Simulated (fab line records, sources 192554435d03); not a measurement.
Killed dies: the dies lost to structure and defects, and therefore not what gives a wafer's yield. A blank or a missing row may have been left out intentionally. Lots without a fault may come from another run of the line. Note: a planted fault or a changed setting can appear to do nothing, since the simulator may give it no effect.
Split-lot study || flow n5Finfet || 21 wafers read from 7 lots, route of 1938 steps

== ON THE SPLIT ==
At N5_BEOL_M12_SPUTTER_44 (material Ta, target thk 10 nm, time 16.13 s), the setting timeS was moved away from the recipe's 16.13 s on 9 of the 21 wafers read, by -11.5% to +6.9%. The other wafers ran this setting at the recipe's value.

The split's own step is where the reading is taken.

== THE READING ==
Ta_of_BEOL_M12_SPUTTER_44.thkNm (the simulator's own value, which no gauge read), in nm, at N5_BEOL_M12_SPUTTER_44 (material Ta, target thk 10 nm, time 16.13 s). There is no usual value for it anywhere in the file. Here, 12 wafers ran the recipe; their average is 10.0 nm with a standard deviation of 0.12 nm.

{"wafer": "L074.2", "tool, chamber at the split": "pvdSputter-01, -", "timeS as run, s": 14.28, "against the recipe": "-11.5%", "Ta_of_BEOL_M12_SPUTTER_44.thkNm, nm": 8.8, "against lot-mates on the recipe": -1.2}
{"wafer": "L074.3", "tool, chamber at the split": "pvdSputter-01, -", "timeS as run, s": 16.13, "against the recipe": "recipe", "Ta_of_BEOL_M12_SPUTTER_44.thkNm, nm": 10, "against lot-mates on the recipe": "-"}
{"wafer": "L074.4", "tool, chamber at the split": "pvdSputter-01, -", "timeS as run, s": 14.28, "against the recipe": "-11.5%", "Ta_of_BEOL_M12_SPUTTER_44.thkNm, nm": 9, "against lot-mates on the recipe": -1.0}
{"wafer": "L080.2", "tool, chamber at the split": "pvdSputter-01, -", "timeS as run, s": 16.8, "against the recipe": "+4.2%", "Ta_of_BEOL_M12_SPUTTER_44.thkNm, nm": 10.6, "against lot-mates on the recipe": "+0.6"}
{"wafer": "L080.3", "tool, chamber at the split": "pvdSputter-01, -", "timeS as run, s": 16.8, "against the recipe": "+4.2%", "Ta_of_BEOL_M12_SPUTTER_44.thkNm, nm": 10.2, "against lot-mates on the recipe": "+0.2"}
{"wafer": "L080.6", "tool, chamber at the split": "pvdSputter-01, -", "timeS as run, s": 16.13, "against the recipe": "recipe", "Ta_of_BEOL_M12_SPUTTER_44.thkNm, nm": 10, "against lot-mates on the recipe": "-"}
{"wafer": "L082.4", "tool, chamber at the split": "pvdSputter-02, -", "timeS as run, s": 17.25, "against the recipe": "+6.9%", "Ta_of_BEOL_M12_SPUTTER_44.thkNm, nm": 10.8, "against lot-mates on the recipe": "+0.7"}
{"wafer": "L082.5", "tool, chamber at the split": "pvdSputter-02, -", "timeS as run, s": 16.13, "against the recipe": "recipe", "Ta_of_BEOL_M12_SPUTTER_44.thkNm, nm": 10.2, "against lot-mates on the recipe": "-"}
{"wafer": "L082.6", "tool, chamber at the split": "pvdSputter-02, -", "timeS as run, s": 16.13, "against the recipe": "recipe", "Ta_of_BEOL_M12_SPUTTER_44.thkNm, nm": 10, "against lot-mates on the recipe": "-"}
{"wafer": "L086.1", "tool, chamber at the split": "pvdSputter-03, -", "timeS as run, s": 16.13, "against the recipe": "recipe", "Ta_of_BEOL_M12_SPUTTER_44.thkNm, nm": 10, "against lot-mates on the recipe": "-"}
{"wafer": "L086.4", "tool, chamber at the split": "pvdSputter-03, -", "timeS as run, s": 16.13, "against the recipe": "recipe", "Ta_of_BEOL_M12_SPUTTER_44.thkNm, nm": 10.2, "against lot-mates on the recipe": "-"}
{"wafer": "L086.5", "tool, chamber at the split": "pvdSputter-03, -", "timeS as run, s": 16.13, "against the recipe": "recipe", "Ta_of_BEOL_M12_SPUTTER_44.thkNm, nm": 10.2, "against lot-mates on the recipe": "-"}
{"wafer": "L089.1", "tool, chamber at the split": "pvdSputter-02, -", "timeS as run, s": 16.13, "against the recipe": "recipe", "Ta_of_BEOL_M12_SPUTTER_44.thkNm, nm": 10.2, "against lot-mates on the recipe": "-"}
{"wafer": "L089.4", "tool, chamber at the split": "pvdSputter-02, -", "timeS as run, s": 16.13, "against the recipe": "recipe", "Ta_of_BEOL_M12_SPUTTER_44.thkNm, nm": 10, "against lot-mates on the recipe": "-"}
{"wafer": "L089.6", "tool, chamber at the split": "pvdSputter-02, -", "timeS as run, s": 17.09, "against the recipe": "+6.0%", "Ta_of_BEOL_M12_SPUTTER_44.thkNm, nm": 10.8, "against lot-mates on the recipe": "+0.7"}
{"wafer": "L091.1", "tool, chamber at the split": "pvdSputter-03, -", "timeS as run, s": 16.74, "against the recipe": "+3.8%", "Ta_of_BEOL_M12_SPUTTER_44.thkNm, nm": 10.2, "against lot-mates on the recipe": "no lot-mate on the recipe"}
{"wafer": "L091.6", "tool, chamber at the split": "pvdSputter-03, -", "timeS as run, s": 16.74, "against the recipe": "+3.8%", "Ta_of_BEOL_M12_SPUTTER_44.thkNm, nm": 10.2, "against lot-mates on the recipe": "no lot-mate on the recipe"}
{"wafer": "L091.4", "tool, chamber at the split": "pvdSputter-03, -", "timeS as run, s": 16.74, "against the recipe": "+3.8%", "Ta_of_BEOL_M12_SPUTTER_44.thkNm, nm": 10.4, "against lot-mates on the recipe": "no lot-mate on the recipe"}
{"wafer": "L093.3", "tool, chamber at the split": "pvdSputter-03, -", "timeS as run, s": 16.13, "against the recipe": "recipe", "Ta_of_BEOL_M12_SPUTTER_44.thkNm, nm": 10, "against lot-mates on the recipe": "-"}
{"wafer": "L093.6", "tool, chamber at the split": "pvdSputter-03, -", "timeS as run, s": 16.13, "against the recipe": "recipe", "Ta_of_BEOL_M12_SPUTTER_44.thkNm, nm": 10, "against lot-mates on the recipe": "-"}
{"wafer": "L093.4", "tool, chamber at the split": "pvdSputter-03, -", "timeS as run, s": 16.13, "against the recipe": "recipe", "Ta_of_BEOL_M12_SPUTTER_44.thkNm, nm": 9.8, "against lot-mates on the recipe": "-"}

THE FIT
A straight line over all 21 wafers: Ta_of_BEOL_M12_SPUTTER_44.thkNm changes by +0.0981 nm for each +1% of timeS; r = +0.95; the points scatter about the line by 0.15 nm.
The same after taking each lot's own level away (the mean of its wafers on the recipe; 18 wafers): +0.0986 nm for each +1%; r = +0.97; scatter 0.11 nm.
That fit puts the effect of the largest move of timeS on the reading at 1.1 nm.
From 9.93 to 10.13 nm: that is the span of the lots' own levels, equal to 1.7 times the standard deviation above.
Consequently the slope shifts little with the lot-to-lot level, the two slopes agreeing.
Check: with one of the wafers moved furthest among these (-11.5%) left out of the fit, the line predicts -1.07 nm for it against its lot-mates. It came out at -1.2 nm against them.

== OTHER SPLITS APPLIED TO THESE WAFERS ==
Other splits were also applied to these wafers ahead of the reading. Each is held against what the fit with the lots' levels taken away leaves over:
{"other split on the same wafers": "N5_BEOL_M11_COAT_22 spinRpm", "wafers away from the commonest value": 5, "r with Ta_of_BEOL_M12_SPUTTER_44.thkNm (lot level and that fit taken away)": -0.21}
{"other split on the same wafers": "N5_BEOL_M12_SPUTTER_43 powerW", "wafers away from the commonest value": 10, "r with Ta_of_BEOL_M12_SPUTTER_44.thkNm (lot level and that fit taken away)": "+0.21"}

== THE FILE'S OWN FIT ==
Ta_of_BEOL_M12_SPUTTER_44.thkNm changes by +0.1 nm for each +1% of timeS, r = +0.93.
